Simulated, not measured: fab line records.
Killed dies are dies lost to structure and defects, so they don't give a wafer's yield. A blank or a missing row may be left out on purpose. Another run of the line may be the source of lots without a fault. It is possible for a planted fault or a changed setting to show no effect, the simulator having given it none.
Chamber matching | flow n5_finfet | N5_BEOL_M8_STRIP_36 on rie_diel-02: 4 sister chambers
The step strips in N2/H2. 8 wafers are shown with their chamber, then 9 later ones without.

EACH WAFER AND ITS CHAMBER
wafer  | chamber | showerhead_plenum_p_Torr (Torr) | throttle_valve_pct (%)
L080.2 | 0       | 2.43                            | 24.12
L080.3 | 3       | 2.56                            | 23.34
L080.4 | 2       | 2.63                            | 23.71
L080.5 | 1       | 2.58                            | 23.28
L080.6 | 0       | 2.43                            | 24.14
L083.1 | 2       | 2.63                            | 23.71
L083.2 | 3       | 2.56                            | 23.34
L083.5 | 1       | 2.57                            | 23.31

WAFERS MISSING THEIR CHAMBER
wafer  | showerhead_plenum_p_Torr (Torr) | throttle_valve_pct (%)
L090.2 | 2.55                            | 23.40
L090.3 | 2.57                            | 23.34
L090.4 | 2.42                            | 24.14
L092.2 | 2.56                            | 23.32
L092.5 | 2.42                            | 24.16
L092.6 | 2.56                            | 23.31
L095.2 | 2.41                            | 24.15
L095.4 | 2.56                            | 23.33
L095.5 | 2.55                            | 23.40

CHAMBER TAKEN BY EACH
wafer  | from the rows above     | in truth
L090.2 | 3                       | 3
L090.3 | can't be placed: 3 or 1 | 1
L090.4 | 0                       | 0
L092.2 | 3                       | 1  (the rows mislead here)
L092.5 | 0                       | 0
L092.6 | 3                       | 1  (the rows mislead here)
L095.2 | 0                       | 0
L095.4 | 3                       | 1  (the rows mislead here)
L095.5 | 3                       | 3
Correct placement for 5 of the 9. Not placeable from these rows: 1 (in 1, the candidates include the true chamber). Number placed wrongly: 3.
How it was worked out, from the rows above alone: a wafer's distance from a chamber is the root of the sum, over the readings, of the square of ((its reading less the chamber's mean) divided by the reading's scatter). If the next closest chamber is less than 2 further off than the closest, the wafer can't be placed; otherwise it belongs to the closest. Each chamber's mean is taken over the wafers shown for it. The scatter: the root of (the sum of the squares of (reading less its chamber's mean) over the shown wafers, divided by (wafers less chambers)).
